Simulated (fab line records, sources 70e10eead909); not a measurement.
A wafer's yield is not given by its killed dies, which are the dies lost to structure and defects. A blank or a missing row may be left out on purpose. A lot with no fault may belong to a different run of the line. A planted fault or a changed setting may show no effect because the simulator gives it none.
fab line records | flow nandHarc
[record] lots = 12 wafers = 36 lastDay = 34
route steps=1302 shown A_STAIRCASE@786 END@1302
lots with no fault: from the same line, run without faults
startH: start of the lot's first displayed wafer, in hours after the record's first day | waitH: hours since the lot's step before | " the same as in the row above | L1.1+2: a row that stands for several wafers | - either no value or no given start | * or withheld: withheld | < > ~ a bound
route shown NAME@n: names a module that has steps shown in the file, with the first one's number in the route | usual: mean/standard deviation taken from wafers without a fault | same: alike in all rows | chamber/n: place in a boat | sites: per-site readings | _std_site: standard deviation across them | _edge_site: mean of outer sites minus mean of inner sites | radiusMm: for every site, how far away it sits from the centre of the wafer | mask NAME#n: copy n | behind: the last tool/chamber to shape the wafer | hold: the reason the lot was held/the length of the hold in hours/how it ended | device: which transistor (n, p or np) failed to switch | end of line: the tests these same wafers got at the end of their route | a step without rows: its recipe alone | killed: dies lost to structure and defects at the first sort, not the wafer's yield | map: per-die view of a wafer (x killed, . not killed, _ where there is no die)
set.NAME: the setting the step ran with; set.NAME@STEP: the setting that earlier step ran with | model.NAME: the simulator's own value behind a step, which no gauge read
steps of the route over a sample of lots; a table a step, a row a wafer
services: a tool's chamber out of use, with start hour (startH, from the record's first day; less than 0 if before it), hours out, and reason
[[steps]]
[step NHARC_A_STAIRCASE_HM_OPEN_457]
[recipe] o2FlowSccm = 400 cosFlowSccm = 20 arFlowSccm = 0 rfW = 500 biasW = 300 chemistry = O2/COS
[usual] drypumpMotorCurrentA = 5.8/0.53 o2FlowSccm = 399.9/1.2 oesProductAu = 1.000/0.0076 rfVppV = 467.6/2.5 showerheadPlenumPTorr = 3.14/0.11 throttleValvePct = 28.331/0.0095
// columns lot.wafer tool chamber startH waitH drypumpMotorCurrentA o2FlowSccm oesProductAu rfHoursCounterH rfVppV showerheadPlenumPTorr throttleValvePct
L407.3 rieDiel-04 2 - - 6.2 398.7 1.002 1 469.6 3.22 28.330
L407.5 " 1 " " 6.6 399.9 0.999 - 461.8 2.91 28.323
L407.6 " 2 " " 6.3 401.9 0.998 - 468.1 3.22 28.338
L409.3 rieDiel-12 3 - - 6.1 399.4 0.994 34 463.8 3.04 28.321
L409.2 " 0 " " 5.0 398.8 1.007 39 466.6 3.05 28.342
L409.6 " 0 " " 5.0 399.1 0.995 - 465.5 3.05 28.330
L412.3 rieDiel-11 0 - - 6.3 401.1 1.002 51 470.3 3.22 28.337
L412.1 " 1 " " 6.2 401.1 0.998 46 469.4 3.25 28.313
L412.5 " 0 " " 6.3 399.6 1.000 - 469.7 3.22 28.329
L413.2 rieDiel-12 0 - - 5.0 400.4 1.003 53 464.1 3.04 28.333
L413.1 " 1 " " 5.5 400.2 0.994 55 467.7 3.18 28.329
L413.3 " 2 " " 5.4 400.3 1.003 52 470.3 3.21 28.339
L422.2 rieDiel-11 3 - - 5.0 400.0 1.008 29 467.1 3.08 28.319
L422.1 " 1 " " 6.2 397.5 1.011 28 470.6 3.23 28.340
L422.5 " 3 " " 5.0 401.4 1.003 - 465.8 3.08 28.338
L421.3 rieDiel-11 3 - - 5.0 399.7 1.002 35 464.5 3.07 28.343
L421.1 " 0 " " 6.3 400.2 0.994 35 467.0 3.20 28.339
L421.2 " 1 " " 6.2 401.0 1.000 38 468.3 3.23 28.334
L423.2 rieDiel-11 3 - - 5.0 399.7 0.998 37 466.9 3.07 28.329
L423.5 " 0 " " 6.3 399.4 1.009 - 468.4 3.20 28.328
L423.6 " 1 " " 6.2 400.1 1.001 - 468.0 3.23 28.348
L426.3 rieDiel-11 1 - - 6.2 402.0 1.002 44 470.0 3.22 28.328
L426.2 " 3 " " 5.0 399.5 0.995 41 466.7 3.07 28.332
L426.5 " 1 " " 6.2 402.4 1.000 - 469.5 3.22 28.334
L425.4 rieDiel-04 2 - - 6.2 400.9 0.996 3 467.7 3.18 28.332
L425.1 " 0 " " 5.3 399.9 0.997 3 462.4 2.99 28.338
L425.6 " 2 " " 6.3 402.6 0.997 - 468.9 3.18 28.337
L427.3 rieDiel-11 0 - - 6.3 400.0 0.999 45 469.5 3.19 28.339
L427.4 " 1 " " 6.2 398.9 0.998 48 469.6 3.22 28.322
L427.6 " 0 " " 6.3 399.8 1.000 - 468.4 3.19 28.339
L428.4 rieDiel-11 2 - - 6.1 400.0 1.007 50 469.4 3.17 28.338
L428.1 " 0 " " 6.3 399.9 0.996 50 468.9 3.19 28.342
L428.5 " 2 " " 6.1 399.5 1.004 - 468.8 3.17 28.338
L429.3 rieDiel-04 1 - - 6.6 400.8 1.000 24 473.1 3.36 28.322
L429.2 " 3 " " 6.0 399.1 1.006 24 471.0 3.27 28.334
L429.6 " 2 " " 6.2 399.6 0.996 - 468.2 3.17 28.325
[step NHARC_A_STAIRCASE_HM_DEP_462]
[recipe] targetThkA = 8000 tempC = 400 material = aC
[usual] throttleValvePct = 35.000/0.0087
// columns lot.wafer tool chamber startH waitH throttleValvePct
L407.3 aclDep-03 0 376.46 0.7 35.001
L407.5 " 0 " " 35.003
L407.6 " 0 " " 35.006
L409.2 aclDep-03 0 396.76 2.4 35.001
L409.3 " 0 " " 34.997
L409.6 " 0 " " 34.997
L412.1 aclDep-03 0 422.40 0.1 35.003
L412.3 " 0 " " 35.017
L412.5 " 0 " " 35.004
L413.1 aclDep-01 0 445.93 4.7 35.008
L413.2 " 0 " " 35.003
L413.3 " 0 " " 34.998
L422.1 aclDep-02 0 521.48 0.3 34.998
L422.2 " 0 " " 34.996
L422.5 " 0 " " 35.005
L421.1 aclDep-03 0 541.40 0.1 34.998
L421.2 " 0 " " 35.001
L421.3 " 0 " " 35.001
L423.2 aclDep-02 0 546.48 0.8 34.999
L423.5 " 0 " " 34.994
L423.6 " 0 " " 35.013
L426.2 aclDep-03 0 558.60 0.4 34.981
L426.3 " 0 " " 35.006
L426.5 " 0 " " 34.990
L425.1 aclDep-03 0 568.07 6.0 34.995
L425.4 " 0 " " 35.011
L425.6 " 0 " " 35.012
L427.3 aclDep-02 0 576.78 2.9 34.987
L427.4 " 0 " " 34.997
L427.6 " 0 " " 35.004
L428.1 aclDep-02 0 584.81 0.1 35.006
L428.4 " 0 " " 35.009
L428.5 " 0 " " 34.999
L429.2 aclDep-01 0 641.43 1.3 35.012
L429.3 " 0 " " 34.989
L429.6 " 0 " " 35.013
[step NHARC_A_STAIRCASE_DEP_301]
[recipe] targetThkA = 300 targetThkNm = 30 tempC = 400 pressureTorr = 3.5 flowSccm = 200 rfW = 350 material = SiON
[usual] heaterPowerW = 786/140 rfFwdPowerW = 348.6/1.1 showerheadVppV = 1152/67
// columns lot.wafer tool chamber startH waitH heaterPowerW rfFwdPowerW showerheadVppV
L407.3 pecvd-02 2 378.03 1.3 708 347.5 1227
L407.5 " 2 " " 671 348.7 1230
L407.6 " 0 " " 917 349.1 1084
L409.3 pecvd-04 2 398.35 1.0 898 346.7 1151
L409.2 " 0 " " 600 349.5 1121
L409.6 " 1 " " 785 347.2 1210
L412.3 pecvd-03 2 424.31 1.0 1092 348.3 1158
L412.1 " 0 " " 745 207.0 822
L412.5 " 2 " " 1082 347.9 1155
L413.2 pecvd-03 0 447.82 1.3 827 209.6 814
L413.3 " 1 " " 655 350.6 1259
L413.1 " 2 " " 1113 349.2 1158
L422.2 pecvd-03 2 523.35 1.3 1137 347.4 1152
L422.1 " 0 " " 745 347.5 1062
L422.5 " 0 " " 721 345.9 1053
L421.1 pecvd-02 1 543.27 1.6 868 348.4 1229
L421.2 " 2 " " 704 349.3 1226
L421.3 " 0 " " 788 346.6 1059
L423.2 pecvd-04 2 548.33 1.5 845 347.8 1139
L423.6 " 2 " " 838 347.8 1164
L423.5 " 0 " " 643 348.4 1124
L426.3 pecvd-04 0 560.12 0.9 591 349.2 1106
L426.2 " 2 " " 871 348.9 1159
L426.5 " 0 " " 599 349.3 1089
L425.1 pecvd-03 1 569.94 1.6 598 349.1 1247
L425.4 " 0 " " 760 348.6 1067
L425.6 " 2 " " 1043 349.7 1165
L427.3 pecvd-03 2 578.04 1.0 956 348.6 1169
L427.4 " 1 " " 687 351.0 1228
L427.6 " 2 " " 966 349.7 1167
L428.1 pecvd-04 0 586.71 1.6 638 346.1 1118
L428.4 " 0 " " 641 347.4 1125
L428.5 " 1 " " 703 348.6 1209
L429.2 pecvd-03 0 642.97 1.2 653 348.4 1057
L429.3 " 2 " " 919 349.1 1165
L429.6 " 0 " " 699 349.6 1053
[step NHARC_A_STAIRCASE_ETCH_313]
[recipe] cf4FlowSccm = 100 chf3FlowSccm = 30 arFlowSccm = 0 rfW = 500 biasW = 200 chemistry = CF4/CHF3
[usual] drypumpMotorCurrentA = 5.7/0.53 oesProductAu = 0.934/0.021 rfVppV = 371.1/2 showerheadPlenumPTorr = 1.59/0.056 throttleValvePct = 16.802/0.0097
// columns lot.wafer tool chamber startH waitH drypumpMotorCurrentA oesProductAu rfHoursCounterH rfVppV showerheadPlenumPTorr throttleValvePct
L407.3 rieDiel-11 0 378.96 0.1 6.3 0.934 42 370.5 1.62 16.796
L407.5 " 2 " " 6.1 0.938 - 372.0 1.62 16.812
L407.6 " 3 " " 5.0 0.921 - 371.1 1.56 16.801
L409.2 rieDiel-11 3 399.27 0.1 5.0 0.917 45 370.0 1.56 16.796
L409.3 " 0 " " 6.3 0.916 46 371.2 1.62 16.798
L409.6 " 3 " " 5.0 0.913 - 370.7 1.56 16.807
L412.1 rieDiel-04 1 425.30 0.1 6.6 0.929 21 368.4 1.46 16.819
L412.3 " 2 " " 6.2 0.932 26 371.6 1.62 16.804
L412.5 " 3 " " 6.0 0.933 - 373.6 1.66 16.799
L413.1 rieDiel-11 0 448.89 0.1 6.3 0.977 2 371.2 1.62 16.820
L413.2 " 1 " " 6.2 0.974 2 374.1 1.64 16.803
L413.3 " 2 " " 6.1 0.989 2 371.8 1.61 16.804
L422.2 rieDiel-11 2 525.05 0.1 6.1 0.936 35 371.7 1.60 16.801
L422.1 " 0 " " 6.3 0.932 32 372.9 1.61 16.803
L422.5 " 3 " " 5.0 0.920 - 368.1 1.55 16.811
L421.3 rieDiel-04 1 544.34 0.1 6.6 0.960 0 374.1 1.70 16.806
L421.1 " 2 " " 6.2 0.972 0 371.9 1.60 16.802
L421.2 " 3 " " 5.9 0.989 0 373.2 1.65 16.827
L423.2 rieDiel-04 3 549.27 0.1 6.0 0.968 2 372.3 1.65 16.798
L423.6 " 0 " " 5.2 0.952 - 368.6 1.51 16.793
L423.5 " 1 " " 6.6 0.950 - 375.2 1.70 16.800
L426.2 rieDiel-11 3 561.20 0.1 5.0 0.914 43 368.6 1.55 16.811
L426.3 " 0 " " 6.3 0.919 44 370.4 1.61 16.808
L426.5 " 2 " " 6.1 0.919 - 373.1 1.60 16.807
L425.4 rieDiel-12 3 571.33 0.1 6.1 0.917 34 368.7 1.52 16.784
L425.1 " 0 " " 5.0 0.919 35 367.9 1.52 16.793
L425.6 " 3 " " 6.1 0.911 - 369.6 1.52 16.805
L427.4 rieDiel-04 0 579.09 0.1 5.2 0.918 7 369.5 1.50 16.816
L427.3 " 2 " " 6.2 0.923 10 372.6 1.60 16.801
L427.6 " 0 " " 5.2 0.916 - 366.0 1.50 16.794
L428.1 rieDiel-04 0 587.81 0.2 5.3 0.913 9 367.8 1.50 16.812
L428.4 " 2 " " 6.2 0.915 12 372.1 1.60 16.793
L428.5 " 3 " " 6.0 0.919 - 373.5 1.65 16.813
L429.2 rieDiel-04 0 644.04 0.1 5.3 0.913 18 367.6 1.50 16.814
L429.3 " 3 " " 6.0 0.919 32 372.1 1.65 16.818
L429.6 " 1 " " 6.6 0.916 - 375.3 1.69 16.805
[step NHARC_END_SORT_01]
[recipe] tempC = 25
[usual] killedAtArray = 58/15 killedAtOther = 0.8/1.2 killedAtPeriphery = 3.5/2.5 killedDies = 62/15 killedOpen = 3.2/1.7 killedShort = 2.4/1.5
[same] grossDies = 677
// columns lot.wafer tool chamber startH waitH killedAtArray killedAtOther killedAtPeriphery killedDies killedOpen killedShort
L407.3 prober-02 0 556.97 3.1 71 2 0 73 4 2
L407.5 prober-02 0 558.58 3.7 66 0 4 70 5 2
L407.6 prober-02 0 559.39 4.0 82 0 0 82 5 1
L412.1 prober-01 0 595.81 2.5 43 1 6 50 4 2
L412.3 prober-01 0 597.44 3.1 48 0 3 51 5 2
L412.5 prober-01 0 599.06 3.8 58 1 3 62 2 4
L422.1 prober-01 0 707.98 2.5 52 1 3 56 8 1
L422.5 prober-01 0 711.15 3.7 57 2 3 62 7 1
L421.1 prober-01 0 723.47 2.5 34 4 2 40 6 2
L421.2 prober-01 0 724.27 2.8 31 1 2 34 2 2
L421.3 prober-01 0 725.08 3.1 38 2 3 43 3 3
L423.2 prober-02 0 724.28 2.8 68 1 1 70 0 1
L423.5 prober-02 0 726.71 3.7 75 2 0 77 3 0
L423.6 prober-02 0 727.52 4.0 55 1 2 58 3 4
L426.2 prober-02 0 734.12 2.7 63 0 3 66 1 1
L426.3 prober-02 0 734.90 3.0 60 1 1 62 3 1
L426.5 prober-02 0 736.46 3.6 91 0 5 96 3 4
L425.1 prober-02 0 749.96 2.5 39 0 10 49 4 1
L425.4 prober-02 0 752.38 3.4 51 0 4 55 2 2
L425.6 prober-02 0 754.00 4.0 49 0 5 54 3 1
L427.3 prober-01 0 763.20 3.1 68 2 3 73 4 3
L427.4 prober-01 0 764.00 3.4 67 0 3 70 2 3
L427.6 prober-01 0 765.61 4.0 55 2 1 58 3 0
L428.1 prober-02 0 772.56 2.5 57 1 5 63 3 5
L428.4 prober-02 0 774.97 3.4 63 0 1 64 3 1
L428.5 prober-02 0 775.77 3.7 61 0 5 66 3 4
// killed by level:class
L407.3 A_CHANNEL_HOLE_D1:chamberFilmFlake=30 A_CHANNEL_HOLE_D2:chamberFilmFlake=18 A_SLIT:chamberFilmFlake=11 A_STAIRCASE:chamberFilmFlake=5 THIN_TSV:chamberFilmFlake=2 A_CHANNEL_FILL_D1:geometricParticle:open=1 A_ONON_D2:geometricParticle:open=1 A_CHANNEL_FILL_D2:geometricParticle:short=1
L407.5 A_CHANNEL_HOLE_D2:chamberFilmFlake=22 A_CHANNEL_HOLE_D1:chamberFilmFlake=17 A_SLIT:chamberFilmFlake=14 A_STAIRCASE:chamberFilmFlake=4 A_CONTACT:chamberFilmFlake=4 P_M0:geometricParticle:open=2 P_CONTACT:geometricParticle:open=1 A_CHANNEL_FILL_D1:geometricParticle:open=1
L407.6 A_CHANNEL_HOLE_D1:chamberFilmFlake=24 A_CHANNEL_HOLE_D2:chamberFilmFlake=22 A_SLIT:chamberFilmFlake=19 A_M0:geometricParticle:open=3 A_STAIRCASE:chamberFilmFlake=3 A_CONTACT:chamberFilmFlake=3 A_CHANNEL_FILL_D2:chamberFilmFlake=2 A_ONON_D2:geometricParticle:open=1
L412.1 A_CHANNEL_HOLE_D1:chamberFilmFlake=24 A_CHANNEL_HOLE_D2:chamberFilmFlake=12 P_ZERO_WELL:chamberFilmFlake=2 A_ZERO_WELL:chamberFilmFlake=2 A_CONTACT:chamberFilmFlake=2 P_STI:geometricParticle:open=1 P_GATE:geometricParticle:open=1 P_CONTACT:geometricParticle:short=1
L412.3 A_CHANNEL_HOLE_D1:chamberFilmFlake=30 A_CHANNEL_HOLE_D2:chamberFilmFlake=7 A_CONTACT:chamberFilmFlake=3 A_BLC:geometricParticle:open=2 P_M2:chamberFilmFlake=2 A_ONON_D1:geometricParticle:short=1 A_ONON_D1:geometricParticle:open=1 A_CHANNEL_FILL_D1:geometricParticle:short=1
L412.5 A_CHANNEL_HOLE_D1:chamberFilmFlake=31 A_CHANNEL_HOLE_D2:chamberFilmFlake=13 A_CONTACT:chamberFilmFlake=4 A_M0:geometricParticle:open=2 A_SLIT:chamberFilmFlake=2 A_WL_FILL:chamberFilmFlake=2 P_CONTACT:geometricParticle:short=1 A_CHANNEL_FILL_D1:geometricParticle:short=1
L422.1 A_SLIT:chamberFilmFlake=33 A_CONTACT:chamberFilmFlake=4 A_SGD_CUT:chamberFilmFlake=3 A_CHANNEL_FILL_D1:geometricParticle:open=2 A_DECK1_JOINT:chamberFilmFlake=2 A_CHANNEL_FILL_D2:chamberFilmFlake=2 A_STAIRCASE:chamberFilmFlake=2 P_GATE:geometricParticle:open=1
L422.5 A_SLIT:chamberFilmFlake=33 A_STAIRCASE:chamberFilmFlake=4 A_SGD_CUT:chamberFilmFlake=4 A_CONTACT:chamberFilmFlake=4 A_CHANNEL_HOLE_D1:chamberFilmFlake=3 A_CHANNEL_HOLE_D2:geometricParticle:open=2 HYBRID_BOND:latent=2 P_GATE:geometricParticle:open=1
L421.1 A_STAIRCASE:chamberFilmFlake=11 A_CHANNEL_HOLE_D1:chamberFilmFlake=6 A_SLIT:chamberFilmFlake=4 A_BONDPAD:chamberFilmFlake=4 A_ONON_D2:geometricParticle:open=3 THIN_TSV:chamberFilmFlake=3 P_M0:geometricParticle:open=1 A_ONON_D1:geometricParticle:short=1
L421.2 A_CHANNEL_HOLE_D1:chamberFilmFlake=10 A_STAIRCASE:chamberFilmFlake=6 A_SLIT:chamberFilmFlake=4 A_BONDPAD:chamberFilmFlake=4 A_DECK1_JOINT:geometricParticle:open=1 A_CHANNEL_FILL_D2:geometricParticle:short=1 A_M0:geometricParticle:open=1 A_WL_FILL:geometricParticle:short=1
L423.2 A_SLIT:chamberFilmFlake=31 A_CHANNEL_HOLE_D1:chamberFilmFlake=28 A_CHANNEL_FILL_D2:chamberFilmFlake=4 A_STAIRCASE:chamberFilmFlake=2 A_CHANNEL_HOLE_D2:geometricParticle:short=1 P_GATE:chamberFilmFlake=1 A_CHANNEL_HOLE_D2:chamberFilmFlake=1 A_BONDPAD:chamberFilmFlake=1
L421.3 A_STAIRCASE:chamberFilmFlake=11 A_CHANNEL_HOLE_D1:chamberFilmFlake=8 A_BONDPAD:chamberFilmFlake=6 A_CONTACT:chamberFilmFlake=4 A_CHANNEL_FILL_D2:geometricParticle:short=2 P_GATE:chamberFilmFlake=2 A_CHANNEL_HOLE_D2:chamberFilmFlake=2 A_M0:chamberFilmFlake=2
L423.5 A_CHANNEL_HOLE_D1:chamberFilmFlake=34 A_SLIT:chamberFilmFlake=33 A_CHANNEL_FILL_D2:chamberFilmFlake=2 A_STAIRCASE:chamberFilmFlake=2 A_CHANNEL_FILL_D2:geometricParticle:open=1 A_CONTACT:geometricParticle:open=1 STARTING-WAFER:geometricParticle:open=1 A_WL_FILL:chamberFilmFlake=1
L423.6 A_CHANNEL_HOLE_D1:chamberFilmFlake=23 A_SLIT:chamberFilmFlake=22 A_SOURCE_PLATE:geometricParticle:short=2 A_SOURCE_PLATE:geometricParticle:open=2 A_SGD_CUT:chamberFilmFlake=2 P_M1:geometricParticle:open=1 A_ONON_D2:geometricParticle:short=1 A_SLIT:geometricParticle:short=1
L426.2 A_SLIT:chamberFilmFlake=28 A_CHANNEL_HOLE_D2:chamberFilmFlake=18 A_CONTACT:chamberFilmFlake=5 A_CHANNEL_HOLE_D1:chamberFilmFlake=4 A_CHANNEL_FILL_D2:chamberFilmFlake=3 A_STAIRCASE:chamberFilmFlake=3 P_GATE:chamberFilmFlake=2 A_SOURCE_PLATE:geometricParticle:short=1
L426.3 A_SLIT:chamberFilmFlake=25 A_CHANNEL_HOLE_D2:chamberFilmFlake=15 A_CHANNEL_HOLE_D1:chamberFilmFlake=5 A_CONTACT:chamberFilmFlake=4 A_CHANNEL_FILL_D2:chamberFilmFlake=3 A_STAIRCASE:chamberFilmFlake=3 A_ZERO_WELL:chamberFilmFlake=2 A_SOURCE_PLATE:geometricParticle:short=1
L426.5 A_SLIT:chamberFilmFlake=35 A_CHANNEL_HOLE_D2:chamberFilmFlake=25 A_CHANNEL_HOLE_D1:chamberFilmFlake=10 A_CONTACT:chamberFilmFlake=7 A_STAIRCASE:chamberFilmFlake=6 P_GATE:chamberFilmFlake=3 A_WL_FILL:geometricParticle:open=2 A_CHANNEL_FILL_D2:chamberFilmFlake=2
L425.1 A_CHANNEL_HOLE_D1:chamberFilmFlake=25 P_STI:chamberFilmFlake=5 A_SLIT:chamberFilmFlake=4 A_WL_FILL:chamberFilmFlake=3 A_CHANNEL_FILL_D2:geometricParticle:open=2 P_M0:chamberFilmFlake=2 A_BLC:geometricParticle:open=1 A_M0:geometricParticle:open=1
L425.4 A_CHANNEL_HOLE_D1:chamberFilmFlake=39 A_SLIT:chamberFilmFlake=4 P_STI:chamberFilmFlake=3 A_WL_FILL:geometricParticle:short=2 A_M0:chamberFilmFlake=2 A_ONON_D2:geometricParticle:open=1 A_CHANNEL_FILL_D2:geometricParticle:open=1 P_CONTACT:chamberFilmFlake=1
L425.6 A_CHANNEL_HOLE_D1:chamberFilmFlake=33 P_STI:chamberFilmFlake=3 A_M0:chamberFilmFlake=3 A_ONON_D2:geometricParticle:open=2 A_CHANNEL_FILL_D1:chamberFilmFlake=2 A_CONTACT:chamberFilmFlake=2 A_CHANNEL_FILL_D1:geometricParticle:open=1 A_ONON_D2:geometricParticle:short=1
L427.3 A_CHANNEL_HOLE_D2:chamberFilmFlake=28 A_CHANNEL_HOLE_D1:chamberFilmFlake=13 A_CONTACT:chamberFilmFlake=10 A_SLIT:chamberFilmFlake=8 A_WL_FILL:chamberFilmFlake=2 THIN_TSV:chamberFilmFlake=2 P_CONTACT:geometricParticle:open=1 P_M0:geometricParticle:open=1
L427.4 A_CHANNEL_HOLE_D2:chamberFilmFlake=25 A_CHANNEL_HOLE_D1:chamberFilmFlake=17 A_SLIT:chamberFilmFlake=9 A_CONTACT:chamberFilmFlake=6 P_GATE:geometricParticle:short=2 A_ZERO_WELL:chamberFilmFlake=2 A_STAIRCASE:chamberFilmFlake=2 A_WL_FILL:chamberFilmFlake=2
L427.6 A_CHANNEL_HOLE_D2:chamberFilmFlake=19 A_CONTACT:chamberFilmFlake=12 A_CHANNEL_HOLE_D1:chamberFilmFlake=9 A_SLIT:chamberFilmFlake=4 A_STAIRCASE:chamberFilmFlake=4 A_WL_FILL:chamberFilmFlake=4 THIN_TSV:chamberFilmFlake=2 P_M0:geometricParticle:open=1
L428.1 A_SLIT:chamberFilmFlake=26 A_CHANNEL_HOLE_D1:chamberFilmFlake=10 A_CHANNEL_HOLE_D2:chamberFilmFlake=6 A_WL_FILL:chamberFilmFlake=3 A_WL_FILL:geometricParticle:short=2 P_ZERO_WELL:chamberFilmFlake=2 P_GATE:chamberFilmFlake=2 A_ZERO_WELL:chamberFilmFlake=2
L428.4 A_SLIT:chamberFilmFlake=29 A_CHANNEL_HOLE_D1:chamberFilmFlake=21 A_CHANNEL_HOLE_D2:chamberFilmFlake=3 A_CHANNEL_FILL_D1:chamberFilmFlake=2 A_CONTACT:chamberFilmFlake=2 A_CHANNEL_HOLE_D1:geometricParticle:short=1 A_DECK1_JOINT:geometricParticle:open=1 A_ONON_D2:geometricParticle:open=1
L428.5 A_SLIT:chamberFilmFlake=30 A_CHANNEL_HOLE_D2:chamberFilmFlake=10 A_CHANNEL_HOLE_D1:chamberFilmFlake=9 A_CHANNEL_FILL_D1:chamberFilmFlake=4 A_ONON_D2:geometricParticle:short=2 P_GATE:chamberFilmFlake=2 P_GATE:geometricParticle:open=1 P_M0:geometricParticle:short=1
[[services]]
// columns tool chamber startH hours kind
rieDiel-04 - 357.82 9.0 pm
pecvd-03 - 366.24 13.0 pm
rieDiel-04 1 395.52 5.5 repair
rieDiel-12 - 396.22 1.2 repair
rieDiel-04 1 411.04 2.2 repair
rieDiel-04 0 416.90 7.5 repair
aclDep-02 - 427.95 13.0 pm
rieDiel-11 - 432.54 9.0 pm
rieDiel-04 1 446.43 59.4 repair
pecvd-04 - 450.00 13.0 pm
aclDep-03 - 483.13 13.0 pm
rieDiel-11 2 488.06 1.5 repair
pecvd-03 - 501.58 6.1 repair
pecvd-03 1 522.78 4.3 repair
pecvd-04 - 525.46 1.0 repair
pecvd-04 - 533.62 0.5 repair
rieDiel-04 - 534.82 9.0 pm
pecvd-03 - 547.24 13.0 pm
rieDiel-11 3 579.65 3.0 repair
pecvd-04 - 605.56 0.6 repair
aclDep-02 - 609.09 13.0 pm
rieDiel-11 - 609.54 9.0 pm
rieDiel-04 0 614.70 15.9 repair
pecvd-04 - 631.00 13.0 pm
[[key]]
[firstSign] step = NHARC_A_STAIRCASE_DEP_301 reading = rfFwdPowerW direction = down sigmas = 99+ usual = * struck = *
[effect] step = NHARC_A_STAIRCASE_DEP_301 reading = showerheadVppV direction = down sigmas = 5 usual = 1152 struck = 818
metAt NHARC_A_STAIRCASE_DEP_301
struckLots L412,L413
struckWafers L412.1,L413.2
testerLeftOut L412,L413
notActingAt NHARC_A_STAIRCASE_HM_OPEN_457,NHARC_A_STAIRCASE_HM_DEP_462,NHARC_A_STAIRCASE_ETCH_313
[fault] kind = processParameterDrift tool = pecvd-03 chamber = 0 onsetH = 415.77 steps = NHARC_A_STAIRCASE_DEP_301 channel = rfW offset = * shape = step endH = 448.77 actsIn = * stated = *
// testerLeftOut: of these lots the tester's yield and bins aren't shown, on N5 and GAA mostly nor the transistor test; their killed dies are dies lost to structure and defects alone, not to doping, threshold or leakage, so they don't give the yield
